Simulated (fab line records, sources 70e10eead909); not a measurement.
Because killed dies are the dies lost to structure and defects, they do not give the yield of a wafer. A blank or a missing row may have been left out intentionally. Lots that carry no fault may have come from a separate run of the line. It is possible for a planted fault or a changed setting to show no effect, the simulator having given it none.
Struck lot and sound lot, side by side -- flow nandHarc -- 39 steps out of a route of 1159
Sound: wafers L535.1, L535.2, L535.3. Struck: wafers L542.4, L542.5, L542.6. The cause is given at the end.
For every step that has rows: the tool of each side, followed by ch and its chambers, followed by its first start. Under that, the readings that differ: sound wafers -- struck wafers -- difference of the means -- sigmas: that difference in standard deviations of wafers without a fault.
alike: readings with means less than 2 such deviations apart, plus words and numbers identical on both sides. not compared: withheld readings, readings lacking a value on some wafer, bounds such as >300 that could conceal the same value, and numbers that have no deviation in the record and whose values overlap.
Wherever a step has rows on one side only, a row that says differs or no value, or a row with sigmas, the two part there. Non-overlapping numbers with no deviation appear without sigmas and do not part them. Lack of a reading on every wafer of one side parts them only where that side has two or more wafers.

first, 1 step without rows for these wafers: NHARC_A_ONON_D1_DEP_09 (target thk 1000 nm).
NHARC_A_ONON_D1_THK_MEAS_11: measures by ellipsometry.
  sound on filmMetro-02 at day 7 17:59; struck on filmMetro-01 at day 9 23:06
  alike: thkNm
then, 1 step without rows for these wafers: NHARC_A_ONON_D1_DEP_12 (target thk 1000 nm).
NHARC_A_ONON_D1_THK_MEAS_14: measures by ellipsometry.
  sound on filmMetro-02 at day 7 19:02; struck on filmMetro-01 at day 9 23:40
  alike: thkNm
then, 2 steps without rows for these wafers: NHARC_A_ONON_D1_ANNEAL_15 (time 3600 s); NHARC_A_ONON_D1_DEP_16 (target thk 1000 nm).
NHARC_A_ONON_D1_THK_MEAS_18: measures by ellipsometry.
  sound on filmMetro-01 at day 8 02:43; struck on filmMetro-02 at day 10 08:47
  alike: thkNm
then, 1 step without rows for these wafers: NHARC_A_ONON_D1_DEP_19 (target thk 1000 nm).
NHARC_A_ONON_D1_THK_MEAS_21: measures by ellipsometry.
  sound on filmMetro-01 at day 8 03:17; struck on filmMetro-01 at day 10 09:20
  alike: thkNm
then, 1 step without rows for these wafers: NHARC_A_ONON_D1_DEP_22 (target thk 1000 nm).
NHARC_A_ONON_D1_THK_MEAS_24: measures by ellipsometry.
  sound on filmMetro-02 at day 8 03:51; struck on filmMetro-01 at day 10 09:55
  alike: thkNm
NHARC_A_ONON_D1_DEP_25: target thk 1000 nm.
  sound on pecvdOnon-03 ch 0, day 8 03:55; struck on pecvdOnon-03 ch 0, day 10 10:08
NHARC_A_ONON_D1_THK_MEAS_27: measures by ellipsometry.
  sound on filmMetro-01 at day 8 04:25; struck on filmMetro-01 at day 10 10:28
  alike: thkNm
then, 1 step without rows for these wafers: NHARC_A_ONON_D1_DEP_28 (target thk 1000 nm).
NHARC_A_ONON_D1_THK_MEAS_30: measures by ellipsometry.
  sound on filmMetro-02 at day 8 04:59; struck on filmMetro-01 at day 10 11:02
  alike: thkNm
then, 1 step without rows for these wafers: NHARC_A_ONON_D1_DEP_33 (deposits SiO2, target thk 200 nm).
NHARC_A_ONON_D1_THK_MEAS_34: measures by ellipsometry.
  sound on filmMetro-02 at day 8 05:27; struck on filmMetro-02 at day 10 11:31
reading,sound,struck,difference,sigmas
thkNm (nm),195.5 194.9 197.6,202.0 204.4 202.9,+7.1,+3
NHARC_A_CHANNEL_HOLE_D1_DEP_00: deposits aC, target thk 3100 nm.
  sound on aclDep-01 ch 0, day 8 09:09; struck on aclDep-01 ch 0, day 10 12:36
  alike: throttleValvePct
NHARC_A_CHANNEL_HOLE_D1_DEP_01: deposits SiON, target thk 140 nm.
  sound on pecvd-02 ch 0,1,2, day 8 11:07; struck on pecvd-02 ch 0,1,2, day 10 13:39
  alike: heaterPowerW
then, 10 steps without rows for these wafers: NHARC_A_CHANNEL_HOLE_D1_DEHYDRATE_02 (time 120 s); NHARC_A_CHANNEL_HOLE_D1_HMDS_03 (time 30 s); NHARC_A_CHANNEL_HOLE_D1_COAT_36 (time 75 s); NHARC_A_CHANNEL_HOLE_D1_COAT_37 (time 65 s); NHARC_A_CHANNEL_HOLE_D1_COAT_04 (resist thk 90 nm); NHARC_A_CHANNEL_HOLE_D1_SOFTBAKE_05 (time 55 s); NHARC_A_CHANNEL_HOLE_D1_EBR_06; NHARC_A_CHANNEL_HOLE_D1_EXPOSE_07 (exposes mask HOLE D1, target cd 100 nm); NHARC_A_CHANNEL_HOLE_D1_PEB_08 (peb time 65 s); NHARC_A_CHANNEL_HOLE_D1_DEVELOP_09 (develop time 35 s).
NHARC_A_CHANNEL_HOLE_D1_CD_MEAS_10: target cd 100 nm.
  sound on cdSem-02 ch 0, day 8 11:50; struck on cdSem-03 ch 0, day 10 14:17
reading,sound,struck,difference,sigmas
cdNm (nm),98.3 99.1 99.1,99.8 99.9 100.6,+1.3,+2
NHARC_A_CHANNEL_HOLE_D1_OVL_MEAS_11:
  sound on overlay-01 at day 8 11:56; struck on overlay-02 at day 10 14:22
reading,sound,struck,difference,sigmas
overlayYNm (nm),-0.4 -1.2 -1.1,0.6 1.1 0.9,+1.8,+2
  alike: overlayXNm
then, 1 step without rows for these wafers: NHARC_A_CHANNEL_HOLE_D1_DESCUM_15 (chemistry O2, time 3 s).
NHARC_A_CHANNEL_HOLE_D1_ETCH_38: etches the open film in CF4, target depth 39 nm, time 65 s.
  sound on rieDiel-12 ch 1,2,3, day 8 12:07; struck on rieDiel-12 ch 0,2,3, day 10 14:34
  alike: drypumpMotorCurrentA, oesProductAu, rfVppV, showerheadPlenumPTorr, throttleValvePct
  not compared: rfHoursCounterH
then, 1 step without rows for these wafers: NHARC_A_CHANNEL_HOLE_D1_ETCH_39 (etches the open film in N2/H2, target depth 260 nm, time 325 s).
NHARC_A_CHANNEL_HOLE_D1_ETCH_34: etches the open film in CF4/CHF3, target depth 154 nm, time 77 s.
  sound: rieDiel-12 ch 0,1,3; struck: rieDiel-12 ch 0,1,3
  alike: drypumpMotorCurrentA, oesProductAu, rfVppV, showerheadPlenumPTorr, throttleValvePct
  not compared: rfHoursCounterH
then, 1 step without rows for these wafers: NHARC_A_CHANNEL_HOLE_D1_ETCH_16 (etches the open film in O2/COS, target depth 3100 nm, time 806 s).
NHARC_A_CHANNEL_HOLE_D1_CD_MEAS_18:
  sound on cdSem-01 at day 8 13:07; struck on cdSem-01 at day 10 15:35
  alike: cdNm
NHARC_A_CHANNEL_HOLE_D1_ETCH_19: etches the open film in C4F8/O2/Ar, time 34.5 s.
  sound on harEtch-01 ch 0,1, day 8 13:12; struck on harEtch-02 ch 0,1, day 10 15:43
  alike: drypumpMotorCurrentA, showerheadPlenumPTorr, throttleValvePct
  not compared: rfHoursCounterH
-- record jumps: 11 days between struck wafers' starts before vs after; left off in module A_CHANNEL_HOLE_D1, resumes in module END, first step shown is number 1159 of the route --
NHARC_END_SORT_01:
  only the struck wafers appear in the record here, on prober-01 ch 0 at day 21 20:20; the sound ones have no rows

## WHERE THEY PART
Last at NHARC_END_SORT_01 as far as this record goes, first at NHARC_A_ONON_D1_THK_MEAS_34.

WHY: what had been put in by the simulator
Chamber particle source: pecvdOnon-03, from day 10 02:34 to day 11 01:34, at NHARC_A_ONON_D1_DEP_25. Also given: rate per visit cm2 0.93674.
